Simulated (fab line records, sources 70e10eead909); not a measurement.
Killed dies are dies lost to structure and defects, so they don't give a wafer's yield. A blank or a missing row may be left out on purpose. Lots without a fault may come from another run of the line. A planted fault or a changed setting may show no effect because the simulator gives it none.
fab line records | flow nand_harc
record lots=14 wafers=40 last_day=25
route steps=1159 shown A_SGD_CUT@778 A_SLIT@780 A_WL_FILL@825
lots that met no fault: from a run of the same line without faults
start_h: hours from the record's first day to the start of the lot's first wafer shown | wait_h: hours since the lot's step before | " the same as in the row above | L1.1+2: a row that stands for several wafers | - no value, or no start given | * or withheld: withheld | < > ~ a bound
route shown NAME@n: a module of which the file shows steps, and the number in the route of the first | usual: mean/standard deviation of fault-free wafers | same: alike in all rows | chamber/n: place in a boat | sites: the reading at each site | _std_site: their standard deviation | _edge_site: outer sites' mean less inner sites' | radius_mm: how far each site lies from the wafer's centre | mask NAME#n: copy n | behind: the tool/chamber that last shaped the wafer | hold: why the lot was held/for how many hours/how that ended | device: the transistor (n, p or np) that didn't switch | end of line: the same wafers' tests at the end of the route | a step without rows: its recipe alone | killed: dies lost to structure and defects at the first sort, not the wafer's yield | map: a wafer's dies, x killed, . not, _ none there
set.NAME: the setting as run; set.NAME@STEP: as run at that earlier step | model.NAME: the simulator's own value behind a step, which no gauge read
steps of the route over a sample of lots; a table a step, a row a wafer
services: from which hour (start_h, from the record's first day; less than 0 if before it) a tool's chamber was out of use, for how many hours, and why
## steps
# step NHARC_A_SGD_CUT_INSPECT_25
# usual raw_defect_count=349/110
# columns lot.wafer tool chamber start_h wait_h raw_defect_count
L980.1 defect_inspect-02 - 330.08 - 320
L980.2 " - " " 550
L980.6 " - " " 257
L978.1 defect_inspect-02 - 330.30 - 317
L978.3 " - " " 442
L978.6 " - " " 433
L982.2 defect_inspect-02 - 354.48 - 605
L982.3 " - " " 772
L982.4 " - " " 665
L984.1 defect_inspect-01 - 365.58 - 196
L984.3 " - " " 236
L984.4 " - " " 244
L981.1 defect_inspect-02 - 365.58 - 214
L981.3 " - " " 256
L981.4 " - " " 179
L983.1 defect_inspect-01 - 375.66 - 545
L983.3 " - " " 367
L983.5 " - " " 395
L985.2 defect_inspect-02 - 375.71 - 371
L985.3 " - " " 463
L985.4 " - " " 432
L987.3 defect_inspect-01 - 393.16 - 437
L987.4 " - " " 508
L987.6 " - " " 579
L990.3 defect_inspect-02 - 393.28 - 274
L990.5 " - " " 313
L990.6 " - " " 296
L989.1 defect_inspect-02 - 408.62 - 218
L989.4 " - " " 306
L994.2 defect_inspect-02 - 421.76 - 349
L994.3 " - " " 359
L994.6 " - " " 363
L995.1 defect_inspect-02 - 431.91 - 256
L995.5 " - " " 365
L996.1 defect_inspect-02 - 437.26 - 273
L996.2 " - " " 212
L996.4 " - " " 314
L998.1 defect_inspect-02 - 458.06 - 241
L998.2 " - " " 325
L998.5 " - " " 225
# step NHARC_A_SLIT_DEP_00
# recipe target_thk_a=32000 temp_c=400 material=aC
# usual throttle_valve_pct=35.001/0.0085
# columns lot.wafer tool chamber start_h wait_h throttle_valve_pct
L980.1 acl_dep-02 0 332.16 - 34.998
L980.2 " 0 " " 35.017
L980.6 " 0 333.79 - 35.004
L978.1 acl_dep-03 0 332.56 - 35.006
L978.3 " 0 " " 34.999
L978.6 " 0 " " 35.004
L982.2 acl_dep-03 0 355.21 - 34.993
L982.3 " 0 " " 35.007
L982.4 " 0 " " 35.007
L984.1 acl_dep-02 0 365.98 - 35.007
L984.3 " 0 " " 35.001
L984.4 " 0 " " 35.013
L981.1 acl_dep-03 0 365.99 - 35.013
L981.3 " 0 " " 34.999
L981.4 " 0 " " 34.999
L983.1 acl_dep-01 0 377.98 - 35.018
L983.3 " 0 " " 35.009
L983.5 " 0 " " 35.001
L985.2 acl_dep-03 0 378.40 - 34.997
L985.3 " 0 " " 34.991
L985.4 " 0 " " 34.996
L987.3 acl_dep-01 0 396.08 - 35.011
L987.4 " 0 " " 34.999
L987.6 " 0 " " 35.000
L990.3 acl_dep-03 0 398.54 - 35.012
L990.5 " 0 " " 34.993
L990.6 " 0 " " 35.013
L989.1 acl_dep-01 0 409.55 - 35.003
L989.4 " 0 " " 34.994
L994.2 acl_dep-03 0 422.48 - 35.013
L994.3 " 0 " " 34.995
L994.6 " 0 " " 35.006
L995.1 acl_dep-02 0 432.76 - 34.993
L995.5 " 0 434.08 - 35.017
L996.1 acl_dep-02 0 439.15 - 34.999
L996.2 " 0 " " 34.998
L996.4 " 0 " " 35.005
L998.1 acl_dep-03 0 458.47 - 35.005
L998.2 " 0 " " 34.995
L998.5 " 0 " " 35.005
# step NHARC_A_SLIT_DESCUM_14
# recipe time_s=3 o2_flow_sccm=200 ar_flow_sccm=0 bias_power_w=0 chemistry=O2
# usual drypump_motor_current_A=5.5/0.51 oes_product_au=0.998/0.0077 rf_vpp_V=57.8/0.9 showerhead_plenum_p_Torr=1.90/0.11 throttle_valve_pct=11.310/0.0092
# columns lot.wafer tool chamber start_h wait_h drypump_motor_current_A oes_product_au rf_hours_counter_h rf_vpp_V showerhead_plenum_p_Torr throttle_valve_pct
L980.1 rie_diel-01 1 335.09 0.1 5.7 1.004 0 57.8 1.80 11.322
L980.2 " 3 " " 5.1 1.006 0 58.0 1.97 11.311
L980.6 " 2 " " 6.5 0.993 - 57.8 1.84 11.312
L978.3 rie_diel-07 2 335.43 0.1 5.1 1.008 5 59.3 2.04 11.321
L978.1 " 0 " " 5.6 1.009 6 58.0 2.04 11.305
L978.6 " 2 " " 5.1 0.997 - 58.5 2.04 11.314
L982.3 rie_diel-09 3 357.76 0.1 5.3 0.988 7 58.2 2.04 11.320
L982.4 " 1 " " 5.1 0.993 9 57.0 1.92 11.315
L982.2 " 2 " " 5.3 0.994 9 55.8 1.80 11.315
L981.3 rie_diel-07 2 368.82 0.1 5.1 0.994 7 57.1 2.04 11.302
L981.1 " 3 " " 6.6 0.997 8 56.7 1.78 11.325
L981.4 " 0 " " 5.6 0.995 8 58.5 2.04 11.301
L984.3 rie_diel-01 0 368.99 0.1 5.9 1.003 2 58.6 1.78 11.305
L984.1 " 1 " " 5.7 1.006 2 56.5 1.80 11.310
L984.4 " 1 " " 5.7 1.003 - 57.8 1.80 11.312
L983.1 rie_diel-09 2 380.68 0.1 5.3 1.000 10 57.9 1.79 11.312
L983.3 " 0 " " 5.1 1.010 9 56.9 1.79 11.306
L983.5 " 2 " " 5.3 1.003 - 58.0 1.79 11.296
L985.2 rie_diel-07 1 380.93 0.1 5.6 0.995 9 58.2 1.88 11.301
L985.3 " 2 " " 5.1 1.004 9 58.0 2.04 11.311
L985.4 " 3 " " 6.6 1.010 10 55.4 1.78 11.319
L987.3 rie_diel-07 0 398.46 0.1 5.6 1.001 10 58.7 2.04 11.311
L987.4 " 2 " " 5.1 0.994 - 57.5 2.04 11.323
L987.6 " 3 " " 6.6 1.016 - 56.6 1.78 11.311
L990.3 rie_diel-01 2 400.78 0.1 6.5 0.999 5 57.1 1.84 11.328
L990.5 " 2 " " 6.5 1.000 - 57.7 1.84 11.304
L990.6 " 3 " " 5.1 0.998 - 58.6 1.97 11.295
L989.1 rie_diel-09 2 412.35 0.1 5.3 0.988 12 57.0 1.79 11.307
L989.4 " 0 " " 5.1 0.993 11 58.0 1.79 11.307
L994.3 rie_diel-01 3 424.97 0.1 5.0 1.002 7 58.1 1.97 11.298
L994.2 " 2 " " 6.5 0.987 6 57.2 1.84 11.329
L994.6 " 0 " " 5.9 0.998 - 57.0 1.78 11.313
L995.1 rie_diel-07 2 435.51 0.1 5.1 1.006 2 57.7 2.03 11.313
L995.5 " 2 " " 5.1 1.007 - 58.2 2.03 11.332
L996.4 rie_diel-09 1 442.00 0.1 5.1 0.982 0 57.9 1.92 11.315
L996.2 " 3 " " 5.3 0.988 1 58.6 2.04 11.322
L996.1 " 0 " " 5.1 0.995 1 57.6 1.79 11.299
L998.1 rie_diel-09 3 461.43 0.1 5.3 0.993 1 57.4 2.04 11.320
L998.2 " 2 " " 5.3 1.002 1 57.0 1.79 11.310
L998.5 " 0 " " 5.1 1.004 - 58.7 1.79 11.312
# step NHARC_A_WL_FILL_ETCHBACK_17
# recipe target_depth_a=40 time_s=26.7 chemistry=Cl2/BCl3
# usual drypump_motor_current_A=5.7/0.39 oes_product_au=1.001/0.012 run_length_s=47.8/0.3
# columns lot.wafer tool chamber start_h wait_h drypump_motor_current_A oes_product_au rf_hours_counter_h run_length_s
L978.1 rie_metal-01 0 361.58 - 6.0 0.997 0.8 47.4
L978.3 " 1 " " 6.0 0.982 - 47.5
L978.6 " 1 " " 6.0 0.980 - 47.6
L980.2 rie_metal-03 1 361.74 0.1 6.0 1.001 2.3 47.9
L980.1 " 0 " " 5.6 1.013 2.3 48.2
L980.6 " 1 " " 6.0 0.999 - 47.4
L982.2 rie_metal-03 0 385.38 - 5.6 0.997 3.0 48.5
L982.3 " 0 " " 5.6 1.006 - 48.2
L982.4 " 1 " " 6.0 0.991 - 47.6
L984.1 rie_metal-03 1 395.49 - 6.0 0.979 3.3 48.0
L984.3 " 0 " " 5.6 1.001 - 48.0
L984.4 " 1 " " 6.0 0.970 - 47.3
L981.1 rie_metal-01 0 395.51 - 6.0 1.012 1.8 47.6
L981.4 " 0 " " 6.0 1.005 - 47.5
L981.3 " 1 " " 6.0 1.004 - 48.0
L983.1 rie_metal-01 0 411.71 - 6.0 1.014 2.1 47.5
L983.3 " 0 " " 6.0 1.009 - 47.7
L983.5 " 0 " " 6.0 1.020 - 47.9
L985.2 rie_metal-03 1 412.14 - 6.0 0.994 3.7 47.9
L985.4 " 1 " " 6.0 0.989 - 47.4
L985.3 " 0 " " 5.6 0.988 - 48.7
L987.3 rie_metal-01 0 428.39 - 6.0 1.014 - 47.4
L987.4 " 1 " " 6.0 0.985 - 47.6
L987.6 " 0 " " 6.0 1.015 - 47.9
L990.3 rie_metal-03 0 435.84 - 5.6 1.000 - 48.4
L990.5 " 1 " " 6.0 1.000 - 47.4
L990.6 " 0 " " 5.6 0.999 - 48.9
L989.1 rie_metal-03 1 441.55 - 6.0 0.985 4.4 48.1
L989.4 " 1 " " 6.0 0.977 - 40.4
L994.2 rie_metal-01 1 456.46 - 6.0 0.995 3.6 48.0
L994.3 " 1 " " 6.0 1.002 - 47.8
L994.6 " 1 " " 6.0 0.997 - 47.6
L995.1 rie_metal-03 0 463.29 - 5.6 1.003 0 48.1
L995.5 " 1 " " 6.0 0.994 - 40.3
L996.1 rie_metal-03 1 472.16 - 6.0 0.997 0.3 47.4
L996.2 " 0 " " 5.6 1.012 0.3 48.3
L996.4 " 1 " " 6.0 0.995 - 40.4
L998.1 rie_metal-02 0 493.41 - 5.3 1.005 3.2 47.7
L998.2 " 1 " " 4.9 1.009 3.2 47.4
L998.5 " 1 " " 4.9 1.004 - 47.5
## services
# columns tool chamber start_h hours kind
rie_diel-07 1 312.57 4.7 repair
rie_diel-01 - 314.87 9.0 pm
rie_metal-01 - 332.00 9.0 pm
rie_diel-01 - 335.22 1.2 repair
rie_diel-09 2 337.51 2.6 repair
acl_dep-02 - 350.46 13.0 pm
rie_diel-01 3 362.01 11.5 repair
rie_diel-01 1 385.48 8.4 repair
rie_metal-02 - 388.00 9.0 pm
rie_diel-01 2 389.09 8.0 repair
rie_diel-07 1 397.80 6.8 repair
rie_diel-07 - 405.20 9.0 pm
acl_dep-03 - 406.00 13.0 pm
rie_metal-03 - 408.25 0.2 repair
rie_diel-01 1 415.69 9.1 repair
rie_diel-09 - 431.11 9.0 pm
rie_metal-03 - 446.66 0.3 repair
rie_metal-03 - 453.00 9.0 pm
rie_metal-03 0 453.00 9.0 vent_cycle
rie_metal-03 1 453.00 9.0 vent_cycle
rie_diel-09 - 455.34 0.6 repair
acl_dep-01 - 477.99 13.0 pm
rie_diel-07 2 479.52 4.0 repair
rie_diel-01 - 492.03 9.0 pm
## key
first_sign step=NHARC_A_WL_FILL_ETCHBACK_17 reading=run_length_s direction=down sigmas=25 usual=* struck=*
effect none on later readings
met_at NHARC_A_WL_FILL_ETCHBACK_17
struck_lots L989,L995,L996
struck_wafers L989.4,L995.5,L996.4
tester_left_out L989,L995,L996
not_acting_at NHARC_A_SGD_CUT_INSPECT_25,NHARC_A_SLIT_DEP_00,NHARC_A_SLIT_DESCUM_14
onset_between 435.84 441.55
fault kind=process_parameter_drift tool=rie_metal-03 chamber=- onset_h=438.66 steps=NHARC_A_WL_FILL_ETCHBACK_17 channel=time_s offset=* shape=step end_h=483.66 scope=struck_wafers_only acts_in=* stated=*
# tester_left_out: of these lots the tester's yield and bins aren't shown, on N5 and GAA mostly nor the transistor test; their killed dies are dies lost to structure and defects alone, not to doping, threshold or leakage, so they don't give the yield
